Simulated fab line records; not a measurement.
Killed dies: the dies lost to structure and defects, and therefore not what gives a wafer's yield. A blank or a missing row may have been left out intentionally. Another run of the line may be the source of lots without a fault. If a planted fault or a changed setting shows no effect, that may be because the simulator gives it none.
Split-lot study / flow n5Finfet / route with 1938 steps; 7 lots, 21 wafers read

== ABOUT THE SPLIT ==
At N5_HKMG_FIN_COAT_42 (time 60 s, resist thk 35 nm), the setting spinRpm was moved away from the recipe's 1500 rpm on 11 of the 21 wafers read, by -9.9% to +10.4%. This setting was run at the recipe's value on the other wafers.

Reading taken at the split's own step.

== THE READING ==
SiARC_of_HKMG_FIN_COAT_42.thkNm (the simulator's own value, which no gauge read), in nm, at N5_HKMG_FIN_COAT_42 (time 60 s, resist thk 35 nm). There is no usual value for it anywhere in the file. Here, 10 wafers ran the recipe; their average is 35.1 nm with a standard deviation of 0.13 nm.

wafer=L075.2; tool, chamber at the split=lithoTrack-04, 0; spinRpm as run, rpm=1500; against the recipe=recipe; SiARC_of_HKMG_FIN_COAT_42.thkNm, nm=35.2; against lot-mates on the recipe=-
wafer=L075.3; tool, chamber at the split=lithoTrack-04, 0; spinRpm as run, rpm=1500; against the recipe=recipe; SiARC_of_HKMG_FIN_COAT_42.thkNm, nm=35.2; against lot-mates on the recipe=-
wafer=L075.4; tool, chamber at the split=lithoTrack-04, 0; spinRpm as run, rpm=1500; against the recipe=recipe; SiARC_of_HKMG_FIN_COAT_42.thkNm, nm=35.2; against lot-mates on the recipe=-
wafer=L077.4; tool, chamber at the split=lithoTrack-01, 0; spinRpm as run, rpm=1634; against the recipe=+8.9%; SiARC_of_HKMG_FIN_COAT_42.thkNm, nm=33.8; against lot-mates on the recipe=-1.2
wafer=L077.5; tool, chamber at the split=lithoTrack-01, 0; spinRpm as run, rpm=1634; against the recipe=+8.9%; SiARC_of_HKMG_FIN_COAT_42.thkNm, nm=33.6; against lot-mates on the recipe=-1.4
wafer=L077.6; tool, chamber at the split=lithoTrack-01, 0; spinRpm as run, rpm=1500; against the recipe=recipe; SiARC_of_HKMG_FIN_COAT_42.thkNm, nm=35; against lot-mates on the recipe=-
wafer=L079.4; tool, chamber at the split=lithoTrack-04, 0; spinRpm as run, rpm=1447; against the recipe=-3.5%; SiARC_of_HKMG_FIN_COAT_42.thkNm, nm=35.8; against lot-mates on the recipe=no lot-mate on the recipe
wafer=L079.5; tool, chamber at the split=lithoTrack-04, 0; spinRpm as run, rpm=1447; against the recipe=-3.5%; SiARC_of_HKMG_FIN_COAT_42.thkNm, nm=35.8; against lot-mates on the recipe=no lot-mate on the recipe
wafer=L079.6; tool, chamber at the split=lithoTrack-04, 0; spinRpm as run, rpm=1447; against the recipe=-3.5%; SiARC_of_HKMG_FIN_COAT_42.thkNm, nm=35.8; against lot-mates on the recipe=no lot-mate on the recipe
wafer=L085.2; tool, chamber at the split=lithoTrack-05, 0; spinRpm as run, rpm=1351; against the recipe=-9.9%; SiARC_of_HKMG_FIN_COAT_42.thkNm, nm=36.8; against lot-mates on the recipe=+2.0
wafer=L085.6; tool, chamber at the split=lithoTrack-05, 0; spinRpm as run, rpm=1351; against the recipe=-9.9%; SiARC_of_HKMG_FIN_COAT_42.thkNm, nm=36.8; against lot-mates on the recipe=+2.0
wafer=L085.4; tool, chamber at the split=lithoTrack-05, 0; spinRpm as run, rpm=1500; against the recipe=recipe; SiARC_of_HKMG_FIN_COAT_42.thkNm, nm=34.8; against lot-mates on the recipe=-
wafer=L086.2; tool, chamber at the split=lithoTrack-01, 0; spinRpm as run, rpm=1500; against the recipe=recipe; SiARC_of_HKMG_FIN_COAT_42.thkNm, nm=35; against lot-mates on the recipe=-
wafer=L086.5; tool, chamber at the split=lithoTrack-01, 0; spinRpm as run, rpm=1500; against the recipe=recipe; SiARC_of_HKMG_FIN_COAT_42.thkNm, nm=35; against lot-mates on the recipe=-
wafer=L086.4; tool, chamber at the split=lithoTrack-01, 0; spinRpm as run, rpm=1656; against the recipe=+10.4%; SiARC_of_HKMG_FIN_COAT_42.thkNm, nm=33.2; against lot-mates on the recipe=-1.8
wafer=L088.2; tool, chamber at the split=lithoTrack-01, 0; spinRpm as run, rpm=1613; against the recipe=+7.5%; SiARC_of_HKMG_FIN_COAT_42.thkNm, nm=34; against lot-mates on the recipe=-1.2
wafer=L088.5; tool, chamber at the split=lithoTrack-01, 0; spinRpm as run, rpm=1500; against the recipe=recipe; SiARC_of_HKMG_FIN_COAT_42.thkNm, nm=35.2; against lot-mates on the recipe=-
wafer=L088.6; tool, chamber at the split=lithoTrack-01, 0; spinRpm as run, rpm=1500; against the recipe=recipe; SiARC_of_HKMG_FIN_COAT_42.thkNm, nm=35.2; against lot-mates on the recipe=-
wafer=L097.1; tool, chamber at the split=lithoTrack-01, 0; spinRpm as run, rpm=1500; against the recipe=recipe; SiARC_of_HKMG_FIN_COAT_42.thkNm, nm=35; against lot-mates on the recipe=-
wafer=L097.3; tool, chamber at the split=lithoTrack-01, 0; spinRpm as run, rpm=1414; against the recipe=-5.7%; SiARC_of_HKMG_FIN_COAT_42.thkNm, nm=35.8; against lot-mates on the recipe=+0.8
wafer=L097.6; tool, chamber at the split=lithoTrack-01, 0; spinRpm as run, rpm=1414; against the recipe=-5.7%; SiARC_of_HKMG_FIN_COAT_42.thkNm, nm=36; against lot-mates on the recipe=+1.0

THE FIT
A straight line over all 21 wafers: SiARC_of_HKMG_FIN_COAT_42.thkNm changes by -0.165 nm for each +1% of spinRpm; r = -0.99; the points scatter about the line by 0.14 nm.
The same after taking each lot's own level away (the mean of its wafers on the recipe; 18 wafers): -0.172 nm for each +1%; r = -0.99; scatter 0.14 nm.
According to that fit, moving spinRpm by its largest amount changes the reading by 1.8 nm.
The span of the lots' own levels, 34.80 to 35.20 nm, comes to 3.0 times the standard deviation stated above.
The two slopes agree, so the slope changes little with the lot-to-lot level.
Check: for one of the wafers moved furthest among these (+10.4%), held out of the fit, the line's prediction against its lot-mates is -1.72 nm. Against them it came out at -1.8 nm.

== ADDITIONAL SPLITS CARRIED BY THESE WAFERS ==
Other splits were also applied to these wafers ahead of the reading. Each is held against what the fit with the lots' levels taken away leaves over:
other split on the same wafers=N5_ZERO_LAYER_EXPOSE_08 doseMj; wafers away from the commonest value=7; r with SiARC_of_HKMG_FIN_COAT_42.thkNm (lot level and that fit taken away)=-0.23
other split on the same wafers=N5_WELL_APT_COAT_02 spinRpm; wafers away from the commonest value=7; r with SiARC_of_HKMG_FIN_COAT_42.thkNm (lot level and that fit taken away)=+0.08
other split on the same wafers=N5_PMOS_HMC_CHANNEL_EPI_PEB_07 pebTimeS; wafers away from the commonest value=4; r with SiARC_of_HKMG_FIN_COAT_42.thkNm (lot level and that fit taken away)=+0.49
other split on the same wafers=N5_FIN_SAQP_SPACER1_ALD_24 aldCycles; wafers away from the commonest value=4; r with SiARC_of_HKMG_FIN_COAT_42.thkNm (lot level and that fit taken away)=-0.25
other split on the same wafers=N5_FIN_CUT_COAT_19 spinRpm; wafers away from the commonest value=11; r with SiARC_of_HKMG_FIN_COAT_42.thkNm (lot level and that fit taken away)=-0.28
other split on the same wafers=N5_DUMMY_GATE_COAT_35 spinRpm; wafers away from the commonest value=4; r with SiARC_of_HKMG_FIN_COAT_42.thkNm (lot level and that fit taken away)=-0.38
other split on the same wafers=N5_SD_EPI_N_ETCH_16 targetDepthA; wafers away from the commonest value=6; r with SiARC_of_HKMG_FIN_COAT_42.thkNm (lot level and that fit taken away)=-0.56
other split on the same wafers=N5_SDB_CUT_ETCH_26 biasW; wafers away from the commonest value=as run: not given for these wafers; r with SiARC_of_HKMG_FIN_COAT_42.thkNm (lot level and that fit taken away)=-

== FILE'S OWN FIT ==
SiARC_of_HKMG_FIN_COAT_42.thkNm changes by -0.171 nm for each +1% of spinRpm, r = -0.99.
